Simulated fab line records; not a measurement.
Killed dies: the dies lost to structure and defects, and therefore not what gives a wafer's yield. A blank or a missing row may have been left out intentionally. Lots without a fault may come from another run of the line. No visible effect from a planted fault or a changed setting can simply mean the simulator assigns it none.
Chamber matching    flow nand harc    NHARC_A_STAIRCASE_ALD_420 on ald hk-03 has 4 sister chambers
The step deposits SiO2, target thk 20 nm, pulse time 6 s, ald cycles 200. 4 wafers are shown with their chamber, then 8 later ones without.

## WAFERS, EACH WITH ITS CHAMBER
wafer   chamber  heater power w (W)
L080.5  0        524
L081.5  2        425
L081.6  1        372
L082.2  3        461

## WAFERS WITH NO CHAMBER GIVEN
wafer   heater power w (W)
L082.4  382
L082.5  454
L086.1  368
L086.2  457
L086.6  544
L091.2  440
L091.4  461
L091.6  448

## EACH ONE'S CHAMBER
wafer   from the rows above      in truth
L082.4  1                        1
L082.5  can't be placed: 3 or 2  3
L086.1  1                        1
L086.2  3                        3
L086.6  0                        0
L091.2  can't be placed: 2 or 3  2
L091.4  3                        3
L091.6  can't be placed: 3 or 2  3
5 of 8 placed correctly. Unplaceable from these rows: 3, with the true chamber sitting among the candidates in 3. 0 placed wrongly.
How it was worked out, from the rows above alone: a wafer's distance from a chamber is the root of the sum, over the readings, of the square of ((its reading less the chamber's mean) divided by the reading's scatter). If the next closest chamber is less than 2 further off than the closest, the wafer can't be placed; otherwise it belongs to the closest. A chamber's mean is the mean of its shown wafers. The scatter: with one shown wafer a chamber, the root of the mean of the squares of how far each hidden wafer lies from its nearest shown one.
